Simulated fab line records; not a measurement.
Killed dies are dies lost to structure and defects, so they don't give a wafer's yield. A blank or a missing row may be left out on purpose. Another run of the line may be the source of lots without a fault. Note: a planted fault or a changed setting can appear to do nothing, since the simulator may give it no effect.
Chamber matching / flow n5-finfet / N5_BEOL_M3_DEP_57 on pecvd-02 has 3 sister chambers
The step deposits SiCN from 3MS/NH3, target thk 8 nm, time 14 s. 6 wafers are shown with their chamber, then 8 later ones without.

== WAFERS WITH THEIR CHAMBER ==
wafer=L079.5; chamber=2; showerhead-plenum-p-Torr (Torr)=3.651; throttle-valve-pct (%)=8.4
wafer=L079.6; chamber=1; showerhead-plenum-p-Torr (Torr)=3.669; throttle-valve-pct (%)=8.9
wafer=L081.1; chamber=2; showerhead-plenum-p-Torr (Torr)=3.658; throttle-valve-pct (%)=8.5
wafer=L081.2; chamber=0; showerhead-plenum-p-Torr (Torr)=3.705; throttle-valve-pct (%)=8.8
wafer=L081.3; chamber=1; showerhead-plenum-p-Torr (Torr)=3.662; throttle-valve-pct (%)=8.9
wafer=L081.4; chamber=0; showerhead-plenum-p-Torr (Torr)=3.698; throttle-valve-pct (%)=9.1

== WAFERS WHOSE CHAMBER IS MISSING ==
wafer=L081.5; showerhead-plenum-p-Torr (Torr)=3.653; throttle-valve-pct (%)=8.4
wafer=L081.6; showerhead-plenum-p-Torr (Torr)=3.674; throttle-valve-pct (%)=8.6
wafer=L083.1; showerhead-plenum-p-Torr (Torr)=3.655; throttle-valve-pct (%)=8.1
wafer=L083.4; showerhead-plenum-p-Torr (Torr)=3.662; throttle-valve-pct (%)=9.2
wafer=L083.6; showerhead-plenum-p-Torr (Torr)=3.697; throttle-valve-pct (%)=9.0
wafer=L092.1; showerhead-plenum-p-Torr (Torr)=3.666; throttle-valve-pct (%)=8.9
wafer=L092.2; showerhead-plenum-p-Torr (Torr)=3.654; throttle-valve-pct (%)=8.5
wafer=L092.5; showerhead-plenum-p-Torr (Torr)=3.665; throttle-valve-pct (%)=8.8

== WHICH CHAMBER EACH ONE RAN IN ==
wafer=L081.5; from the rows above=2; in truth=2
wafer=L081.6; from the rows above=can't be placed: 1 or 2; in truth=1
wafer=L083.1; from the rows above=2; in truth=2
wafer=L083.4; from the rows above=1; in truth=1
wafer=L083.6; from the rows above=0; in truth=0
wafer=L092.1; from the rows above=1; in truth=1
wafer=L092.2; from the rows above=2; in truth=2
wafer=L092.5; from the rows above=1; in truth=1
Correct placement for 7 of the 8. Cannot be placed on the basis of these rows: 1; the candidates contain the true chamber in 1. Wrongly placed: 0.
How it was worked out, from the rows above alone: a wafer's distance from a chamber is the root of the sum, over the readings, of the square of ((its reading less the chamber's mean) divided by the reading's scatter). If the next closest chamber is less than 2 further off than the closest, the wafer can't be placed; otherwise it belongs to the closest. Each chamber's mean is taken over the wafers shown for it. The scatter: the root of (the sum of the squares of (reading less its chamber's mean) over the shown wafers, divided by (wafers less chambers)).
